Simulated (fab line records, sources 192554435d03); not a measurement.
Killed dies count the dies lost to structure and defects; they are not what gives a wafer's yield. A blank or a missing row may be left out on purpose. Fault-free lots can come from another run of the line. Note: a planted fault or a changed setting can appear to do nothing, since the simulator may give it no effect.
Split-lot experiment -- flow n5Finfet -- 21 wafers read from 7 lots, route of 1938 steps

== THE SPLIT ITSELF ==
At N5_PASSIVATION_PECVD_53 (deposits SiO2 from TEOS/O2, target thk 800 nm, time 169.4 s), the setting tempC was moved away from the recipe's 400 C on 6 of the 21 wafers read, by -4.5% to +3.8%. All remaining wafers had this setting at the recipe value.

The reading comes from the split's own step.

== THE READING ==
SiO2_of_PASSIVATION_PECVD_53.thkNm (the simulator's own value, which no gauge read), in nm, at N5_PASSIVATION_PECVD_53 (deposits SiO2 from TEOS/O2, target thk 800 nm, time 169.4 s). The file gives no usual value for it. Across the 15 wafers here that went through the recipe, the average is 800.1 nm and the standard deviation 6.4 nm.

wafer,"tool, chamber at the split","tempC as run, C",against the recipe,"SiO2_of_PASSIVATION_PECVD_53.thkNm, nm",against lot-mates on the recipe
L079.2,"pecvd-02, 0",400,recipe,794,-
L079.4,"pecvd-02, 2",415.2,+3.8%,713.6,-86.3
L079.5,"pecvd-02, 1",400,recipe,805.8,-
L082.1,"pecvd-02, 1",400,recipe,792.8,-
L082.2,"pecvd-02, 0",400,recipe,797.8,-
L082.6,"pecvd-02, 0",400,recipe,811.8,-
L084.2,"pecvd-04, 1",384.4,-3.9%,871.2,+70.5
L084.4,"pecvd-04, 2",400,recipe,800.8,-
L084.6,"pecvd-04, 0",400,recipe,800.6,-
L086.3,"pecvd-04, 1",407.8,+2.0%,756.2,-44.0
L086.5,"pecvd-04, 0",407.8,+2.0%,770,-30.2
L086.6,"pecvd-04, 2",400,recipe,800.2,-
L087.1,"pecvd-02, 2",400,recipe,791.4,-
L087.2,"pecvd-02, 0",400,recipe,798,-
L087.5,"pecvd-02, 0",400,recipe,802.6,-
L088.1,"pecvd-04, 1",395.3,-1.2%,823.6,+25.1
L088.3,"pecvd-04, 2",400,recipe,788,-
L088.5,"pecvd-04, 1",400,recipe,809,-
L091.2,"pecvd-03, 2",400,recipe,805.2,-
L091.5,"pecvd-03, 1",400,recipe,803.4,-
L091.6,"pecvd-03, 0",382.1,-4.5%,897.2,+92.9

FIT RESULTS
A straight line over all 21 wafers: SiO2_of_PASSIVATION_PECVD_53.thkNm changes by -20.7 nm for each +1% of tempC; r = -0.98; the points scatter about the line by 6.9 nm.
The same after taking each lot's own level away (the mean of its wafers on the recipe; 21 wafers): -20.3 nm for each +1%; r = -0.98; scatter 6.6 nm.
On that fit, the largest move of tempC shifts the reading by 91 nm.
The span of the lots' own levels, 797.33 to 804.30 nm, comes to 1.1 times the standard deviation stated above.
So the lot-to-lot level changes the slope little: the two slopes agree.
Check: +89.2 nm against its lot-mates is what the line predicts for one of the wafers moved furthest among these (-4.5%) when that wafer is left out of the fit. Against them it came out at +92.9 nm.

== THE WHOLE CHAIN: every reading that the file lists as answering this split, in the file's order ==
step,what it does,reading,change (the file's fit),r (the file's)
N5_PASSIVATION_PECVD_53,"deposits SiO2 from TEOS/O2, target thk 800 nm, time 169.4 s","SiO2_of_PASSIVATION_PECVD_53.thkNm (the simulator's own value, which no gauge read)",-20.4 nm for each +1% of the setting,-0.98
N5_PASSIVATION_PROBE_49,,killedAtOther,"not straight: 845 at the lowest setting, 3 at the recipe, 7 at the highest",not given
N5_PASSIVATION_PROBE_49,,killedDies,"not straight: 925 at the lowest setting, 100 at the recipe, 117 at the highest",not given

== FILE'S OWN FIT ==
SiO2_of_PASSIVATION_PECVD_53.thkNm changes by -20.4 nm for each +1% of tempC, r = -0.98.
